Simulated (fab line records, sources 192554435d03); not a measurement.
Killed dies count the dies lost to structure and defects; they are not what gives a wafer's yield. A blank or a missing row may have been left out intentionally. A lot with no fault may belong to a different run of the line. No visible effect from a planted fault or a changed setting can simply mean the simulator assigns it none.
Matching of chambers | flow n5-finfet | 4 sister chambers for N5_MOL_CONTACT_COAG_ETCHBACK_135 on rie-diel-06
The step etches SiO2 in CHF3, target depth 25 nm, time 16.7 s. 14 wafers are shown with their chamber, then 7 later ones without.

WAFERS WITH THEIR CHAMBER
wafer  | chamber | rf-vpp-V (V) | showerhead-plenum-p-Torr (Torr) | throttle-valve-pct (%)
L074.2 | 3       | 526          | 2.46                            | 18.76
L074.4 | 1       | 537          | 2.46                            | 19.04
L074.5 | 2       | 508          | 2.36                            | 18.55
L077.2 | 1       | 537          | 2.46                            | 19.07
L077.3 | 3       | 527          | 2.46                            | 18.78
L077.4 | 2       | 505          | 2.36                            | 18.56
L079.3 | 1       | 537          | 2.46                            | 19.07
L079.4 | 0       | 499          | 2.51                            | 18.77
L079.6 | 3       | 527          | 2.46                            | 18.78
L087.1 | 3       | 527          | 2.45                            | 18.81
L087.3 | 0       | 499          | 2.50                            | 18.81
L087.5 | 3       | 526          | 2.45                            | 18.81
L088.2 | 2       | 506          | 2.35                            | 18.59
L088.3 | 3       | 526          | 2.45                            | 18.83

SIGNATURES, as means of the wafers listed above
reading                  | chamber 0 | chamber 1 | chamber 2 | chamber 3 | scatter within a chamber
rf-vpp-V                 | 499.00    | 537.00    | 506.33    | 526.50    | 0.785
showerhead-plenum-p-Torr | 2.5050    | 2.4600    | 2.3567    | 2.4550    | 0.00516
throttle-valve-pct       | 18.7900   | 19.0600   | 18.5667   | 18.7950   | 0.0237
Rule: a wafer lies at a distance from a chamber equal to the root of the sum of squares, over the readings, of (its reading less the chamber's mean, divided by the reading's scatter). The wafer belongs to the nearest chamber; if the next one is less than 2 further off, it can't be placed. The scatter: take each reading less its chamber's mean, square it, sum over the shown wafers, divide by the number of wafers less the number of chambers, and take the root.

WAFERS WITHOUT THEIR CHAMBER
wafer  | rf-vpp-V (V) | showerhead-plenum-p-Torr (Torr) | throttle-valve-pct (%)
L088.6 | 526          | 2.45                            | 18.81
L089.3 | 525          | 2.45                            | 18.81
L089.4 | 506          | 2.35                            | 18.60
L089.6 | 527          | 2.45                            | 18.83
L097.1 | 498          | 2.49                            | 18.83
L097.2 | 505          | 2.35                            | 18.61
L097.5 | 507          | 2.35                            | 18.62

EACH ONE'S CHAMBER
wafer  | from the rows above | in truth
L088.6 | 3                   | 3
L089.3 | 3                   | 3
L089.4 | 2                   | 2
L089.6 | 3                   | 3
L097.1 | 0                   | 0
L097.2 | 2                   | 2
L097.5 | 2                   | 2
Correct placement for 7 of the 7. Number that these rows cannot place: 0. 0 placed wrongly.
